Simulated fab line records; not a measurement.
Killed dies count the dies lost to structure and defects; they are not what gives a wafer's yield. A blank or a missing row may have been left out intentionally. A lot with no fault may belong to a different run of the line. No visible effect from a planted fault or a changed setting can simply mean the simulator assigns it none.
fab line records	flow n5Finfet
record: lots: 24	wafers: 72	lastDay: 19
route steps=1938 shown BEOL_M7@1284 BEOL_M8@1345
lots that met no fault: from a run of the same line without faults
startH: start of the lot's first displayed wafer, in hours after the record's first day	waitH: time in hours since the lot's previous step	" as in the row above	L1.1+2: a single row standing in for several wafers	- no value, or no start given	* or withheld: withheld	< > ~ a bound
route shown NAME@n: a module of which the file shows steps, and the number in the route of the first	usual: average and standard deviation across the fault-free wafers	same: alike in all rows	chamber/n: place in a boat	sites: readings site by site	_std_site: how widely they spread, as a standard deviation	_edge_site: inner sites' mean taken away from outer sites' mean	radiusMm: how far each site lies from the wafer's centre	mask NAME#n: copy n	behind: the tool/chamber that last shaped the wafer	hold: reason for holding the lot/hours on hold/outcome of the hold	device: transistor that didn't switch, given as n, p or np	end of line: at the end of the route, the tests of the same wafers	for a step that has no rows: nothing shown but its recipe	killed: count of dies lost to structure and defects at first sort (not the wafer's yield)	map: shows each die of a wafer: x if killed, . if not, _ if none is there
set.NAME: setting as actually run; set.NAME@STEP: the setting as run at that earlier step	model.NAME: the simulator's own value behind a step, which no gauge read
route steps across a sampled set of lots; one table per step, one row per wafer
services: the hour from which a tool's chamber was out of use, counted from the record's first day as startH (under 0 if before that day), plus the number of hours and why
== steps ==
step: N5_BEOL_M7_HM_OPEN_17
recipe: chemistry: Cl2/BCl3	targetDepthA: 200	overetchA: 60	target: TiN	maskMaterial: SOC	ionEnergyEv: 150	pressureMtorr: 10	icpW: 1000	biasW: 126	Cl2_flow_sccm: 53.25	bcl3FlowSccm: 21.75	Ar_flow_sccm: 25
usual: drypumpMotorCurrentA: 5.7/0.66	mfcCl2Sccm: 53.23/0.16	oesProductAu: 0.68/0.083	throttleValvePct: 22.15/0.22
lot.wafer	tool	chamber	startH	waitH	drypumpMotorCurrentA	mfcCl2Sccm	oesProductAu	rfHoursCounterH	throttleValvePct
L076.2	rieMetal-01	0	227.80	0.0	6.7	52.69	0.64	48	22.48
L076.3	"	0	"	"	6.7	53.01	0.64	-	22.47
L076.6	"	0	"	"	6.7	53.23	0.65	-	22.46
L074.1	rieMetal-03	1	232.22	0.0	5.1	53.13	0.66	51	21.96
L074.3	"	1	"	"	5.1	53.08	0.65	-	21.98
L074.5	"	1	"	"	5.1	53.13	0.66	-	21.95
L075.1	rieMetal-03	1	234.77	0.0	5.1	53.28	0.65	51	21.98
L075.4	"	1	"	"	5.1	53.19	0.64	-	21.99
L075.6	"	1	"	"	5.1	53.13	0.64	-	21.98
L077.2	rieMetal-03	1	235.54	0.1	5.1	53.26	0.65	-	21.97
L077.3	"	1	"	"	5.1	53.17	0.64	-	21.95
L077.4	"	1	"	"	5.1	52.99	0.65	-	21.96
L078.1	rieMetal-03	0	256.45	0.0	5.3	53.04	0.81	1	22.18
L078.3	"	0	"	"	5.3	53.15	0.81	-	22.19
L078.6	"	1	"	"	5.1	53.40	0.63	-	21.99
L080.1	rieMetal-02	0	256.67	0.0	5.6	53.13	0.72	21	21.83
L080.3	"	1	"	"	5.9	53.24	0.56	-	22.29
L080.4	"	0	"	"	5.7	53.15	0.72	-	21.82
L081.1	rieMetal-03	0	260.91	0.0	5.3	53.25	0.81	1	22.19
L081.4	"	1	"	"	5.1	53.30	0.62	-	22.03
L081.6	"	1	"	"	5.1	53.08	0.62	-	21.99
L079.2	rieMetal-02	1	261.16	0.0	5.9	53.38	0.55	108	22.30
L079.3	"	1	"	"	5.9	53.42	0.55	-	22.30
L079.5	"	0	"	"	5.7	53.18	0.72	-	21.82
L082.1	rieMetal-01	0	267.66	0.0	6.7	53.46	0.65	49	22.45
L082.3	"	1	"	"	5.1	53.13	0.53	-	22.23
L082.6	"	1	"	"	5.0	53.21	0.53	-	22.25
L083.1	rieMetal-01	0	284.84	0.0	6.7	53.11	0.63	51	22.49
L083.2	"	0	"	"	6.7	53.02	0.63	-	22.48
L083.3	"	0	"	"	6.7	53.35	0.64	-	22.49
L084.3	rieMetal-03	0	288.54	0.1	5.3	53.14	0.79	-	22.19
L084.4	"	1	"	"	5.1	53.04	0.62	-	21.99
L084.6	"	1	"	"	5.1	53.29	0.62	-	22.01
L086.1	rieMetal-01	0	296.99	0.0	6.7	53.50	0.64	54	22.46
L086.4	"	0	"	"	6.7	53.16	0.64	-	22.47
L086.5	"	0	"	"	6.7	53.43	0.64	-	22.46
L087.1	rieMetal-01	0	299.75	0.0	6.7	53.29	0.64	54	22.47
L087.4	"	0	"	"	6.7	53.48	0.63	-	22.48
L087.5	"	0	"	"	6.7	53.54	0.63	-	22.47
L085.3	rieMetal-03	1	299.94	0.1	5.1	53.34	0.63	-	21.98
L085.5	"	1	"	"	5.1	53.04	0.63	-	21.97
L085.6	"	0	"	"	5.3	53.10	0.79	-	22.18
L089.2	rieMetal-01	1	327.97	0.0	5.1	53.26	0.79	2	21.99
L089.3	"	0	"	"	6.7	53.02	0.62	-	22.48
L089.5	"	0	"	"	6.7	53.33	0.62	-	22.51
L091.1	rieMetal-03	0	330.48	0.0	5.3	53.23	0.78	8	22.17
L091.4	"	1	"	"	5.1	53.26	0.62	-	22.02
L091.6	"	0	"	"	5.3	53.20	0.76	-	22.21
L090.1	rieMetal-01	0	331.28	0.0	6.7	53.17	0.64	59	22.47
L090.3	"	0	"	"	6.7	53.19	0.63	-	22.47
L090.6	"	1	"	"	5.0	53.26	0.80	-	22.01
L088.3	rieMetal-02	0	332.10	0.1	5.7	53.29	0.70	-	21.84
L088.5	"	0	"	"	5.7	53.24	0.70	-	21.86
L088.6	"	0	"	"	5.7	53.26	0.70	-	21.85
L092.2	rieMetal-03	0	336.36	0.0	5.3	53.01	0.77	8	22.19
L092.3	"	0	"	"	5.3	53.07	0.79	-	22.17
L092.6	"	1	"	"	5.1	53.40	0.63	-	21.97
L094.3	rieMetal-02	1	337.28	0.1	5.9	53.34	0.85	-	22.15
L094.5	"	0	"	"	5.7	53.28	0.69	-	21.87
L094.6	"	1	"	"	5.9	53.34	0.85	-	22.14
L093.1	rieMetal-01	0	343.09	0.0	6.7	53.30	0.62	60	22.47
L093.3	"	1	"	"	5.1	52.74	0.78	-	22.00
L093.5	"	0	"	"	6.7	53.16	0.63	-	22.44
L095.2	rieMetal-02	0	358.97	0.0	5.6	53.09	0.70	30	21.83
L095.4	"	0	"	"	5.6	53.19	0.70	-	21.85
L095.5	"	1	"	"	5.9	52.97	0.84	-	22.14
L096.3	rieMetal-02	0	361.57	0.1	5.7	53.22	0.69	-	21.86
L096.4	"	1	"	"	5.9	53.01	0.83	-	22.17
L096.5	"	0	"	"	5.7	53.52	0.68	-	21.85
L097.1	rieMetal-01	1	365.61	0.0	5.1	53.36	0.77	5	22.02
L097.3	"	1	"	"	5.1	53.53	0.77	-	22.02
L097.4	"	0	"	"	6.8	53.24	0.61	-	22.49
step: N5_BEOL_M7_OVL_MEAS_29
recipe: pointsPerWafer: 522
usual: V6_OVL: -0.1/0.74
lot.wafer	tool	chamber	startH	waitH	V6_OVL[nm]
L076.2	overlay-01	0	228.37	0.0	-0.3
L076.3	"	0	"	"	-0.5
L076.6	"	0	"	"	0.1
L074.1	overlay-01	0	233.83	0.0	-0.5
L074.3	"	0	"	"	-0.8
L074.5	"	0	"	"	0.3
L075.1	overlay-02	0	235.66	0.0	-0.9
L075.4	"	0	"	"	-0.2
L075.6	"	0	"	"	-1.5
L077.2	overlay-02	0	237.66	0.0	0.1
L077.3	"	0	"	"	1.4
L077.4	"	0	"	"	0.0
L078.1	overlay-02	0	259.28	0.0	0.0
L078.3	"	0	"	"	-0.1
L078.6	"	0	"	"	-1.3
L080.1	overlay-02	0	259.47	0.0	0.7
L080.3	"	0	"	"	0.3
L080.4	"	0	"	"	0.2
L079.2	overlay-02	0	261.83	0.0	-0.1
L079.3	"	0	"	"	-1.2
L079.5	"	0	"	"	-1.4
L081.1	overlay-02	0	262.40	0.0	0.8
L081.4	"	0	"	"	1.1
L081.6	"	0	"	"	0.9
L082.1	overlay-01	0	270.40	0.0	-1.2
L082.3	"	0	"	"	-2.0
L082.6	"	0	"	"	-0.6
L083.1	overlay-02	0	286.42	0.0	-0.4
L083.2	"	0	"	"	0.2
L083.3	"	0	"	"	-0.1
L084.3	overlay-02	0	291.76	0.0	-0.6
L084.4	"	0	"	"	-0.8
L084.6	"	0	"	"	-0.7
L086.1	overlay-02	0	298.24	0.0	-0.3
L086.4	"	0	"	"	-0.9
L086.5	"	0	"	"	-0.4
L087.1	overlay-01	0	301.59	0.0	0.4
L087.4	"	0	"	"	0.4
L087.5	"	0	"	"	0.5
L085.3	overlay-01	0	301.78	0.0	0.0
L085.5	"	0	"	"	0.4
L085.6	"	0	"	"	0.3
L089.2	overlay-02	0	330.59	0.0	-0.2
L089.3	"	0	"	"	-0.9
L089.5	"	0	"	"	-1.2
L091.1	overlay-01	0	331.00	0.0	0.9
L091.4	"	0	"	"	0.5
L091.6	"	0	"	"	-0.8
L090.1	overlay-01	0	331.93	0.0	0.4
L090.3	"	0	"	"	0.8
L090.6	"	0	"	"	0.8
L088.3	overlay-02	0	335.12	0.0	0.8
L088.5	"	0	"	"	1.2
L088.6	"	0	"	"	1.1
L092.2	overlay-01	0	337.03	0.0	-0.2
L092.3	"	0	"	"	1.2
L092.6	"	0	"	"	-0.2
L094.3	overlay-02	0	339.52	0.0	0.2
L094.5	"	0	"	"	-0.5
L094.6	"	0	"	"	-0.2
L093.1	overlay-01	0	345.26	0.0	-0.1
L093.3	"	0	"	"	-1.2
L093.5	"	0	"	"	1.1
L095.2	overlay-02	0	360.90	0.0	-0.6
L095.4	"	0	"	"	-1.5
L095.5	"	0	"	"	-0.6
L096.3	overlay-02	0	365.06	0.0	-1.4
L096.4	"	0	"	"	-1.5
L096.5	"	0	"	"	-0.7
L097.1	overlay-01	0	366.33	0.0	-0.7
L097.3	"	0	"	"	0.5
L097.4	"	0	"	"	0.9
step: N5_BEOL_M7_INSPECT_30
recipe: mode: adi	inspectInstrument: brightfield
usual: rawDefectCount: 455/130
lot.wafer	tool	chamber	startH	waitH	rawDefectCount
L076.2	defectInspect-01	-	228.43	0.0	405
L076.3	"	-	"	"	359
L076.6	"	-	"	"	327
L074.1	defectInspect-01	-	233.89	0.1	500
L074.3	"	-	"	"	406
L074.5	"	-	"	"	394
L075.1	defectInspect-02	-	235.72	0.1	1069
L075.4	"	-	"	"	923
L075.6	"	-	"	"	728
L077.2	defectInspect-01	-	237.71	0.0	335
L077.3	"	-	"	"	332
L077.4	"	-	"	"	291
L078.1	defectInspect-02	-	259.34	0.1	340
L078.3	"	-	"	"	539
L078.6	"	-	"	"	449
L080.1	defectInspect-01	-	259.53	0.1	373
L080.3	"	-	"	"	399
L080.4	"	-	"	"	385
L079.2	defectInspect-02	-	261.89	0.0	525
L079.3	"	-	"	"	558
L079.5	"	-	"	"	586
L081.1	defectInspect-01	-	262.46	0.1	377
L081.4	"	-	"	"	399
L081.6	"	-	"	"	285
L082.1	defectInspect-02	-	270.46	0.1	597
L082.3	"	-	"	"	580
L082.6	"	-	"	"	595
L083.1	defectInspect-02	-	286.48	0.1	812
L083.2	"	-	"	"	662
L083.3	"	-	"	"	718
L084.3	defectInspect-02	-	291.81	0.0	399
L084.4	"	-	"	"	396
L084.6	"	-	"	"	369
L086.1	defectInspect-02	-	298.29	0.1	353
L086.4	"	-	"	"	438
L086.5	"	-	"	"	375
L087.1	defectInspect-02	-	301.65	0.1	265
L087.4	"	-	"	"	342
L087.5	"	-	"	"	341
L085.3	defectInspect-02	-	301.82	0.0	352
L085.5	"	-	"	"	513
L085.6	"	-	"	"	424
L089.2	defectInspect-02	-	330.64	0.0	635
L089.3	"	-	"	"	408
L089.5	"	-	"	"	556
L091.1	defectInspect-01	-	331.06	0.1	377
L091.4	"	-	"	"	451
L091.6	"	-	"	"	407
L090.1	defectInspect-02	-	331.99	0.1	517
L090.3	"	-	"	"	459
L090.6	"	-	"	"	474
L088.3	defectInspect-01	-	335.16	0.0	487
L088.5	"	-	"	"	557
L088.6	"	-	"	"	414
L092.2	defectInspect-02	-	337.08	0.0	641
L092.3	"	-	"	"	659
L092.6	"	-	"	"	409
L094.3	defectInspect-01	-	339.56	0.0	340
L094.5	"	-	"	"	445
L094.6	"	-	"	"	269
L093.1	defectInspect-01	-	345.32	0.1	420
L093.3	"	-	"	"	288
L093.5	"	-	"	"	574
L095.2	defectInspect-02	-	360.95	0.0	448
L095.4	"	-	"	"	398
L095.5	"	-	"	"	494
L096.3	defectInspect-01	-	365.11	0.0	351
L096.4	"	-	"	"	272
L096.5	"	-	"	"	380
L097.1	defectInspect-02	-	366.39	0.1	481
L097.3	"	-	"	"	511
L097.4	"	-	"	"	385
step: N5_BEOL_M7_ANNEAL_51
recipe: tempC: 225	timeS: 90	ambient: N2
usual: wafer_temp_C_max: 226.18/0.26
lot.wafer	tool	chamber	startH	waitH	wafer_temp_C_max
L076.2	rtpAnneal-02	0	231.75	0.1	226.20
L076.3	"	0	"	"	226.04
L076.6	"	0	"	"	226.08
L074.1	rtpAnneal-02	0	236.25	0.2	226.39
L074.3	"	0	"	"	226.64
L074.5	"	0	"	"	226.61
L075.1	rtpAnneal-01	0	239.00	0.1	226.35
L075.4	"	0	"	"	226.14
L075.6	"	0	"	"	225.87
L077.2	rtpAnneal-01	0	240.53	0.1	225.89
L077.3	"	0	"	"	225.84
L077.4	"	0	"	"	225.98
L078.1	rtpAnneal-02	0	261.31	0.1	226.70
L078.3	"	0	"	"	226.10
L078.6	"	0	"	"	226.49
L080.1	rtpAnneal-02	0	263.41	0.2	226.30
L080.3	"	0	"	"	226.24
L080.4	"	0	"	"	226.08
L079.2	rtpAnneal-01	0	264.32	0.1	225.80
L079.3	"	0	"	"	226.08
L079.5	"	0	"	"	225.98
L081.1	rtpAnneal-02	0	264.78	0.3	226.57
L081.4	"	0	"	"	226.80
L081.6	"	0	"	"	226.25
L082.1	rtpAnneal-02	0	273.69	0.4	226.20
L082.3	"	0	"	"	226.11
L082.6	"	0	"	"	225.69
L083.1	rtpAnneal-02	0	288.85	0.5	226.43
L083.2	"	0	"	"	226.06
L083.3	"	0	"	"	225.92
L084.3	rtpAnneal-02	0	293.86	0.1	225.86
L084.4	"	0	"	"	226.18
L084.6	"	0	"	"	226.22
L086.1	rtpAnneal-02	0	302.27	0.1	227.00
L086.4	"	0	"	"	226.65
L086.5	"	0	"	"	225.93
L087.1	rtpAnneal-02	0	303.63	0.1	226.39
L087.4	"	0	"	"	226.09
L087.5	"	0	"	"	225.93
L085.3	rtpAnneal-02	0	304.39	0.1	225.93
L085.5	"	0	"	"	226.25
L085.6	"	0	"	"	226.10
L089.2	rtpAnneal-02	0	333.52	0.5	226.50
L089.3	"	0	"	"	226.65
L089.5	"	0	"	"	226.26
L091.1	rtpAnneal-02	0	333.74	0.5	226.21
L091.4	"	0	"	"	226.45
L091.6	"	0	"	"	226.13
L090.1	rtpAnneal-01	0	335.75	0.1	226.12
L090.3	"	0	"	"	226.07
L090.6	"	0	"	"	225.84
L088.3	rtpAnneal-02	0	337.62	0.1	226.41
L088.5	"	0	"	"	226.62
L088.6	"	0	"	"	226.19
L092.2	rtpAnneal-01	0	340.92	0.1	226.53
L092.3	"	0	"	"	226.06
L092.6	"	0	"	"	226.08
L094.3	rtpAnneal-02	0	346.55	0.1	226.04
L094.5	"	0	"	"	226.33
L094.6	"	0	"	"	226.25
L093.1	rtpAnneal-02	0	347.77	0.3	226.52
L093.3	"	0	"	"	225.97
L093.5	"	0	"	"	226.38
L095.2	rtpAnneal-02	0	363.45	0.6	226.33
L095.4	"	0	"	"	226.11
L095.5	"	0	"	"	226.27
L096.3	rtpAnneal-02	0	368.19	0.5	225.99
L096.4	"	0	"	"	225.50
L096.5	"	0	"	"	226.13
L097.1	rtpAnneal-02	0	369.96	0.1	226.32
L097.3	"	0	"	"	226.48
L097.4	"	0	"	"	226.25
step: N5_BEOL_M7_DEP_56
recipe: material: SiCN	targetThkA: 100	tempC: withheld	precursor: 3MS/NH3	pressureTorr: 3	rfW: 202	timeS: 17.5
usual: chamberPressureTorr: 3.000/0.0072	showerheadPlenumPTorr: 3.668/0.019	throttleValvePct: 9.1/0.84
lot.wafer	tool	chamber	startH	waitH	chamberPressureTorr	showerheadPlenumPTorr	throttleValvePct
L076.2	pecvd-01	2	232.37	0.0	2.993	3.653	8.7
L076.3	"	1	"	"	3.000	3.672	9.3
L076.6	"	2	"	"	3.004	3.662	8.5
L074.1	pecvd-03	1	236.97	0.0	3.008	3.690	9.4
L074.3	"	0	"	"	3.006	3.659	10.9
L074.5	"	0	"	"	3.005	3.667	11.0
L075.1	pecvd-03	1	239.65	0.0	2.997	3.690	9.2
L075.4	"	2	"	"	3.000	3.691	8.1
L075.6	"	1	"	"	2.995	3.690	9.5
L077.2	pecvd-01	2	241.14	0.0	2.995	3.662	8.8
L077.3	"	1	"	"	3.005	3.682	9.2
L077.4	"	0	"	"	3.009	3.685	8.7
L078.1	pecvd-02	1	261.97	0.0	2.998	3.670	9.4
L078.3	"	0	"	"	2.991	3.638	8.3
L078.6	"	2	"	"	3.010	3.638	8.9
L080.1	pecvd-03	2	264.08	0.0	2.991	3.694	7.9
L080.3	"	0	"	"	3.006	3.654	10.8
L080.4	"	2	"	"	2.996	3.684	8.0
L079.2	pecvd-02	0	264.93	0.0	3.010	3.642	8.4
L079.3	"	2	"	"	2.993	3.643	9.1
L079.5	"	2	"	"	3.001	3.649	8.8
L081.1	pecvd-01	1	265.45	0.0	3.006	3.680	9.2
L081.4	"	2	"	"	3.000	3.656	8.3
L081.6	"	1	"	"	2.996	3.693	9.1
L082.1	pecvd-02	2	274.35	0.0	2.996	3.635	9.1
L082.3	"	0	"	"	2.999	3.637	8.5
L082.6	"	0	"	"	3.013	3.638	8.6
L083.1	pecvd-02	0	289.50	0.0	3.015	3.644	8.4
L083.2	"	2	"	"	2.998	3.637	9.1
L083.3	"	1	"	"	2.990	3.679	9.2
L084.3	pecvd-02	2	294.42	0.0	2.994	3.645	9.0
L084.4	"	2	"	"	3.005	3.638	9.0
L084.6	"	0	"	"	3.001	3.642	8.3
L086.1	pecvd-02	2	302.92	0.0	3.001	3.639	8.9
L086.4	"	1	"	"	3.000	3.681	8.9
L086.5	"	0	"	"	2.988	3.646	8.7
L087.1	pecvd-03	1	304.28	0.0	2.996	3.687	9.5
L087.4	"	0	"	"	2.995	3.659	11.0
L087.5	"	1	"	"	3.009	3.690	9.5
L085.3	pecvd-03	1	304.95	0.0	2.990	3.688	9.6
L085.5	"	1	"	"	2.999	3.694	9.3
L085.6	"	2	"	"	3.003	3.686	8.2
L089.2	pecvd-01	0	334.13	0.0	3.005	3.688	8.6
L089.3	"	2	"	"	3.006	3.657	8.5
L089.5	"	2	"	"	3.008	3.660	8.7
L091.1	pecvd-03	1	334.41	0.0	3.005	3.690	9.5
L091.4	"	2	"	"	2.996	3.689	8.2
L091.6	"	1	"	"	2.989	3.686	9.4
L090.1	pecvd-03	1	336.40	0.0	3.001	3.685	9.6
L090.3	"	2	"	"	3.007	3.685	8.1
L090.6	"	1	"	"	3.010	3.678	9.6
L088.3	pecvd-01	2	338.18	0.0	3.003	3.666	8.7
L088.5	"	2	"	"	2.998	3.667	8.8
L088.6	"	1	"	"	2.998	3.684	8.9
L092.2	pecvd-02	0	341.54	0.0	2.996	3.644	8.5
L092.3	"	2	"	"	2.985	3.639	9.2
L092.6	"	2	"	"	2.983	3.642	8.9
L094.3	pecvd-03	1	347.13	0.0	3.017	3.692	9.6
L094.5	"	2	"	"	2.991	3.700	7.9
L094.6	"	1	"	"	3.002	3.682	9.6
L093.1	pecvd-03	0	348.42	0.0	2.997	3.662	10.8
L093.3	"	2	"	"	2.998	3.686	8.3
L093.5	"	2	"	"	2.997	3.685	8.2
L095.2	pecvd-01	0	364.06	0.0	3.013	3.689	8.8
L095.4	"	1	"	"	3.002	3.678	8.9
L095.5	"	0	"	"	3.007	3.684	8.5
L096.3	pecvd-02	2	368.76	0.0	2.995	3.634	9.0
L096.4	"	1	"	"	3.010	3.669	9.3
L096.5	"	0	"	"	2.997	3.644	8.6
L097.1	pecvd-01	2	370.72	0.0	3.004	3.667	8.5
L097.3	"	1	"	"	3.006	3.686	9.0
L097.4	"	2	"	"	3.006	3.651	8.6
step: N5_BEOL_M8_CD_MEAS_11
recipe: targetCdNm: 38.5	landingEnergyEv: 500	detector: seInlens	polarity: opening
usual: cdNm: 38.6/0.45
lot.wafer	tool	chamber	startH	waitH	cdNm
L076.2	cdSem-02	0	234.97	-	38.3
L076.3	"	0	"	"	38.3
L076.6	"	0	"	"	37.6
L074.1	cdSem-01	0	238.86	-	38.3
L074.3	"	0	"	"	38.7
L074.5	"	0	"	"	38.2
L075.1	cdSem-02	0	241.47	-	38.1
L075.4	"	0	"	"	38.1
L075.6	"	0	"	"	39.0
L077.2	cdSem-03	0	246.58	-	38.9
L077.3	"	0	"	"	39.3
L077.4	"	0	"	"	38.5
L078.1	cdSem-01	0	264.08	-	38.8
L078.3	"	0	"	"	38.3
L078.6	"	0	"	"	38.6
L080.1	cdSem-03	0	267.50	-	38.2
L080.3	"	0	"	"	39.0
L080.4	"	0	"	"	38.2
L079.2	cdSem-03	0	267.67	-	38.6
L079.3	"	0	"	"	37.9
L079.5	"	0	"	"	38.7
L081.1	cdSem-03	0	267.83	-	38.7
L081.4	"	0	"	"	39.4
L081.6	"	0	"	"	39.2
L082.1	cdSem-01	0	276.51	-	38.7
L082.3	"	0	"	"	37.9
L082.6	"	0	"	"	39.1
L083.1	cdSem-02	0	292.75	-	38.9
L083.2	"	0	"	"	39.3
L083.3	"	0	"	"	39.5
L084.3	cdSem-03	0	296.15	-	38.0
L084.4	"	0	"	"	38.6
L084.6	"	0	"	"	38.6
L086.1	cdSem-03	0	305.71	-	38.6
L086.4	"	0	"	"	38.2
L086.5	"	0	"	"	38.3
L087.1	cdSem-01	0	307.09	-	39.1
L087.4	"	0	"	"	38.0
L087.5	"	0	"	"	38.5
L085.3	cdSem-02	0	307.28	-	38.1
L085.5	"	0	"	"	38.6
L085.6	"	0	"	"	38.2
L089.2	cdSem-02	0	336.45	-	38.0
L089.3	"	0	"	"	38.6
L089.5	"	0	"	"	39.0
L091.1	cdSem-01	0	336.62	-	38.6
L091.4	"	0	"	"	39.1
L091.6	"	0	"	"	38.6
L090.1	cdSem-02	0	338.04	-	38.9
L090.3	"	0	"	"	38.5
L090.6	"	0	"	"	38.5
L088.3	cdSem-03	0	340.57	-	39.0
L088.5	"	0	"	"	38.2
L088.6	"	0	"	"	38.7
L092.2	cdSem-03	0	343.28	-	39.0
L092.3	"	0	"	"	38.4
L092.6	"	0	"	"	38.6
L094.3	cdSem-03	0	351.56	-	39.2
L094.5	"	0	"	"	38.7
L094.6	"	0	"	"	38.1
L093.1	cdSem-02	0	351.85	-	38.8
L093.3	"	0	"	"	38.6
L093.5	"	0	"	"	39.0
L095.2	cdSem-03	0	366.91	-	38.4
L095.4	"	0	"	"	38.4
L095.5	"	0	"	"	37.8
L096.3	cdSem-02	0	370.61	-	39.0
L096.4	"	0	"	"	38.3
L096.5	"	0	"	"	39.1
L097.1	cdSem-01	0	372.41	-	38.8
L097.3	"	0	"	"	39.2
L097.4	"	0	"	"	38.9
== services ==
tool	chamber	startH	hours	kind
rieMetal-03	0	205.63	1.3	repair
pecvd-01	0	206.51	20.5	repair
pecvd-02	2	212.45	-	clean
pecvd-02	2	212.45	-	consumableReplace:showerhead
pecvd-02	2	212.45	29.0	scheduledDown
pecvd-02	2	212.45	29.0	ventCycle
pecvd-01	2	217.49	2.1	scheduledDown
pecvd-03	0	225.67	2.2	repair
rieMetal-03	0	228.32	-	clean
rieMetal-03	0	228.32	20.4	scheduledDown
rieMetal-03	0	228.32	20.4	ventCycle
rieMetal-01	-	230.37	28.1	pm
pecvd-03	1	263.70	5.5	scheduledDown
rieMetal-03	-	264.87	4.7	repair
rieMetal-01	1	281.36	-	clean
rieMetal-01	1	281.36	26.6	scheduledDown
rieMetal-01	1	281.36	26.6	ventCycle
rieMetal-03	1	308.86	17.4	repair
rieMetal-02	1	310.12	-	clean
pecvd-02	1	324.87	29.1	repair
pecvd-01	1	331.69	-	calibration
pecvd-01	0	340.13	6.7	repair
pecvd-03	-	366.32	6.0	pm
pecvd-01	0	369.92	5.3	repair
== key ==
fault none
